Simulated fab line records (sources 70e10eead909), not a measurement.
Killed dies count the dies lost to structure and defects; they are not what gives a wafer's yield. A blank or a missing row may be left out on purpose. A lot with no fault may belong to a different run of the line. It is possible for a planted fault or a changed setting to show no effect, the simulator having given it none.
Chamber matching ; flow nand_harc ; NHARC_P_BONDPAD_STRIP_15 on rie_diel-08 has 4 sister chambers
The step strips in O2. 18 wafers are shown with their chamber, then 9 later ones without.

## WAFERS, EACH WITH ITS CHAMBER
wafer;chamber;drypump_motor_current_A (A);showerhead_plenum_p_Torr (Torr);oes_product_au (a.u.)
L435.1;1;6.3;3.55;0.997
L435.2;3;5.8;3.72;0.992
L435.4;0;6.2;3.54;0.989
L434.3;3;5.8;3.72;0.988
L434.5;2;5.0;3.69;1.017
L434.6;1;6.3;3.55;0.999
L436.4;1;6.3;3.55;1.011
L436.5;3;5.8;3.72;0.985
L436.6;0;6.1;3.54;0.983
L438.3;3;5.8;3.72;0.991
L438.5;3;5.8;3.72;1.009
L438.6;0;6.1;3.54;0.981
L440.4;1;6.3;3.55;1.008
L440.5;1;6.3;3.55;1.004
L440.6;0;6.1;3.54;0.995
L452.1;2;5.0;3.68;1.018
L452.2;1;6.2;3.54;1.007
L452.4;0;6.1;3.53;0.997

SIGNATURES (means of the wafers above)
reading;chamber 0;chamber 1;chamber 2;chamber 3;scatter within a chamber
drypump_motor_current_A;6.120;6.283;5.000;5.800;0.0342
showerhead_plenum_p_Torr;3.5380;3.5483;3.6850;3.7200;0.0039
oes_product_au;0.98900;1.00433;1.01750;0.99300;0.00706
Rule: for each reading, subtract the chamber's mean from the wafer's reading, divide by that reading's scatter and square the result; add these up over the readings and take the root, which gives the wafer's distance from the chamber. If the next closest chamber is less than 2 further off than the closest, the wafer can't be placed; otherwise it belongs to the closest. The scatter: the root of (the sum of the squares of (reading less its chamber's mean) over the shown wafers, divided by (wafers less chambers)).

## WAFERS WITH NO CHAMBER GIVEN
wafer;drypump_motor_current_A (A);showerhead_plenum_p_Torr (Torr);oes_product_au (a.u.)
L453.3;6.3;3.54;0.995
L453.4;5.0;3.68;1.008
L453.6;5.0;3.68;1.015
L454.1;6.1;3.53;1.005
L454.2;5.0;3.68;1.010
L454.6;6.1;3.53;0.995
L455.1;6.1;3.53;1.001
L455.2;6.3;3.54;0.999
L455.4;5.0;3.68;1.013

## WHICH CHAMBER EACH ONE RAN IN
wafer;from the rows above;in truth
L453.3;1;1
L453.4;2;2
L453.6;2;2
L454.1;0;0
L454.2;2;2
L454.6;0;0
L455.1;0;0
L455.2;1;1
L455.4;2;2
9 of 9 placed correctly. Can't be placed from these rows: 0. Wrongly placed: 0.
